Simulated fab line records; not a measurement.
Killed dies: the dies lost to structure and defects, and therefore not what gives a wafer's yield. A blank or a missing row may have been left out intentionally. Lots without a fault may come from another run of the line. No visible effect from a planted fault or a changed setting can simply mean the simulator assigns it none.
Chamber matching :: flow nand-harc :: NHARC_A_BONDPAD_CMP_29 on cmp-04 has 4 sister chambers
The step polishes SiCN, target thk 200 nm. 4 wafers are shown with their chamber, then 9 later ones without.

== WAFERS WITH THEIR CHAMBER ==
wafer: L292.6
chamber: 0
motor-current-A (A): 11.9

wafer: L293.2
chamber: 3
motor-current-A (A): 11.0

wafer: L293.3
chamber: 1
motor-current-A (A): 13.5

wafer: L293.4
chamber: 2
motor-current-A (A): 12.2

== WAFERS MISSING THEIR CHAMBER ==
wafer: L307.2
motor-current-A (A): 10.7

wafer: L307.5
motor-current-A (A): 11.5

wafer: L307.6
motor-current-A (A): 12.2

wafer: L305.1
motor-current-A (A): 12.6

wafer: L305.2
motor-current-A (A): 12.3

wafer: L305.5
motor-current-A (A): 13.8

wafer: L309.1
motor-current-A (A): 12.0

wafer: L309.5
motor-current-A (A): 12.6

wafer: L309.6
motor-current-A (A): 13.9

== THE CHAMBER EACH PASSED THROUGH ==
wafer: L307.2
from the rows above: 3
in truth: 3

wafer: L307.5
from the rows above: can't be placed: 0 or 3 or 2
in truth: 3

wafer: L307.6
from the rows above: can't be placed: 2 or 0
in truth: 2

wafer: L305.1
from the rows above: can't be placed: 2 or 0 or 1
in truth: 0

wafer: L305.2
from the rows above: can't be placed: 2 or 0
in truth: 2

wafer: L305.5
from the rows above: 1
in truth: 1

wafer: L309.1
from the rows above: can't be placed: 0 or 2
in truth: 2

wafer: L309.5
from the rows above: can't be placed: 2 or 0 or 1
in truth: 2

wafer: L309.6
from the rows above: 1
in truth: 1
Placed correctly: 3 of 9. Unplaceable from these rows: 6, with the true chamber sitting among the candidates in 6. Number placed wrongly: 0.
How it was worked out, from the rows above alone: a wafer's distance from a chamber is the root of the sum, over the readings, of the square of ((its reading less the chamber's mean) divided by the reading's scatter). If the next closest chamber is less than 2 further off than the closest, the wafer can't be placed; otherwise it belongs to the closest. For every chamber, the mean is computed from those of its wafers that are shown. The scatter: with one shown wafer a chamber, the root of the mean of the squares of how far each hidden wafer lies from its nearest shown one.
